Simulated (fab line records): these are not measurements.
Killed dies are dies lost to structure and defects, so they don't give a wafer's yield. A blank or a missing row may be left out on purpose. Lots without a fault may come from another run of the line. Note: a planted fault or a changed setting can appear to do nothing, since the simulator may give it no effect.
Matching of chambers || flow n5-finfet || N5_BEOL_M4_DESCUM_33 on rie-diel-01 has 4 sister chambers
The step chemistry O2, time 7 s. 4 wafers are shown with their chamber, then 11 later ones without.

== WAFERS WITH THEIR CHAMBER ==
{"wafer": "L083.2", "chamber": 1, "throttle-valve-pct (%)": 20.21}
{"wafer": "L088.1", "chamber": 0, "throttle-valve-pct (%)": 20.70}
{"wafer": "L088.3", "chamber": 3, "throttle-valve-pct (%)": 20.69}
{"wafer": "L090.1", "chamber": 2, "throttle-valve-pct (%)": 20.34}

== WAFERS MISSING THEIR CHAMBER ==
{"wafer": "L090.2", "throttle-valve-pct (%)": 20.68}
{"wafer": "L090.4", "throttle-valve-pct (%)": 20.70}
{"wafer": "L091.4", "throttle-valve-pct (%)": 20.34}
{"wafer": "L091.5", "throttle-valve-pct (%)": 20.25}
{"wafer": "L091.6", "throttle-valve-pct (%)": 20.69}
{"wafer": "L093.1", "throttle-valve-pct (%)": 20.26}
{"wafer": "L093.2", "throttle-valve-pct (%)": 20.36}
{"wafer": "L093.5", "throttle-valve-pct (%)": 20.37}
{"wafer": "L096.3", "throttle-valve-pct (%)": 20.37}
{"wafer": "L096.5", "throttle-valve-pct (%)": 20.71}
{"wafer": "L096.6", "throttle-valve-pct (%)": 20.35}

== WHICH CHAMBER EACH WENT THROUGH ==
{"wafer": "L090.2", "from the rows above": "can't be placed: 3 or 0", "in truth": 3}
{"wafer": "L090.4", "from the rows above": "can't be placed: 0 or 3", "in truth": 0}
{"wafer": "L091.4", "from the rows above": 2, "in truth": 2}
{"wafer": "L091.5", "from the rows above": 1, "in truth": 1}
{"wafer": "L091.6", "from the rows above": "can't be placed: 3 or 0", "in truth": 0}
{"wafer": "L093.1", "from the rows above": "can't be placed: 1 or 2", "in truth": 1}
{"wafer": "L093.2", "from the rows above": 2, "in truth": 2}
{"wafer": "L093.5", "from the rows above": 2, "in truth": 2}
{"wafer": "L096.3", "from the rows above": 2, "in truth": 2}
{"wafer": "L096.5", "from the rows above": "can't be placed: 0 or 3", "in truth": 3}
{"wafer": "L096.6", "from the rows above": 2, "in truth": 2}
Correctly placed: 6 of 11. Not placeable from these rows: 5 (in 5, the candidates include the true chamber). Wrongly placed: 0.
How it was worked out, from the rows above alone: a wafer's distance from a chamber is the root of the sum, over the readings, of the square of ((its reading less the chamber's mean) divided by the reading's scatter). If the next closest chamber is less than 2 further off than the closest, the wafer can't be placed; otherwise it belongs to the closest. For every chamber, the mean is computed from those of its wafers that are shown. The scatter (one wafer shown for each chamber): square how far every hidden wafer sits from the nearest shown wafer, average those squares and take the square root.
